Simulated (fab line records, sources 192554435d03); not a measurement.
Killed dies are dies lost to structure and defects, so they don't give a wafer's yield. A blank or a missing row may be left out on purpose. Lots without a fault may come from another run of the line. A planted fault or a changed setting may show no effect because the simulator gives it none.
Chamber matching | flow n5_finfet | N5_MIM_TOP_ALD_00 on ald_hk-02: 4 sister chambers
The step deposits Al2O3, purge time 3 s, co reactant pulse time 3 s. 16 wafers are shown with their chamber, then 8 later ones without.

WAFERS WITH THEIR CHAMBER
wafer  | chamber | precursor_pulse_height_rel
L076.3 | 2       | 0.994
L076.4 | 1       | 1.006
L076.5 | 0       | 1.011
L079.1 | 2       | 0.993
L079.3 | 1       | 1.000
L079.4 | 3       | 0.976
L081.2 | 0       | 0.954
L081.5 | 3       | 0.993
L081.6 | 0       | 1.019
L083.1 | 0       | 1.020
L083.4 | 3       | 0.997
L083.6 | 1       | 1.010
L089.1 | 3       | 0.968
L089.2 | 0       | 0.985
L089.4 | 2       | 0.969
L091.1 | 3       | 0.969

SIGNATURES (means of the wafers above)
reading                    | chamber 0 | chamber 1 | chamber 2 | chamber 3 | scatter within a chamber
precursor_pulse_height_rel | 0.99780   | 1.00533   | 0.98533   | 0.98060   | 0.0191
Rule: a wafer's distance from a chamber is the root of the sum, over the readings, of the square of ((its reading less the chamber's mean) divided by the reading's scatter). The wafer belongs to the nearest chamber; if the next one is less than 2 further off, it can't be placed. The scatter: the root of (the sum of the squares of (reading less its chamber's mean) over the shown wafers, divided by (wafers less chambers)).

WAFERS WITHOUT THEIR CHAMBER
wafer  | precursor_pulse_height_rel
L091.2 | 0.998
L091.3 | 1.011
L091.4 | 1.039
L091.5 | 1.005
L091.6 | 0.975
L094.1 | 1.002
L094.3 | 1.002
L094.5 | 0.990

WHICH CHAMBER EACH WENT THROUGH
wafer  | from the rows above               | in truth
L091.2 | can't be placed: 0 or 1 or 2 or 3 | 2
L091.3 | can't be placed: 1 or 0 or 2 or 3 | 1
L091.4 | can't be placed: 1 or 0 or 2 or 3 | 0
L091.5 | can't be placed: 1 or 0 or 2 or 3 | 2
L091.6 | can't be placed: 3 or 2 or 0 or 1 | 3
L094.1 | can't be placed: 1 or 0 or 2 or 3 | 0
L094.3 | can't be placed: 1 or 0 or 2 or 3 | 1
L094.5 | can't be placed: 2 or 0 or 3 or 1 | 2
Placed correctly: 0 of 8. Can't be placed from these rows: 8 (the true chamber is among the candidates in 8). Placed wrongly: 0.
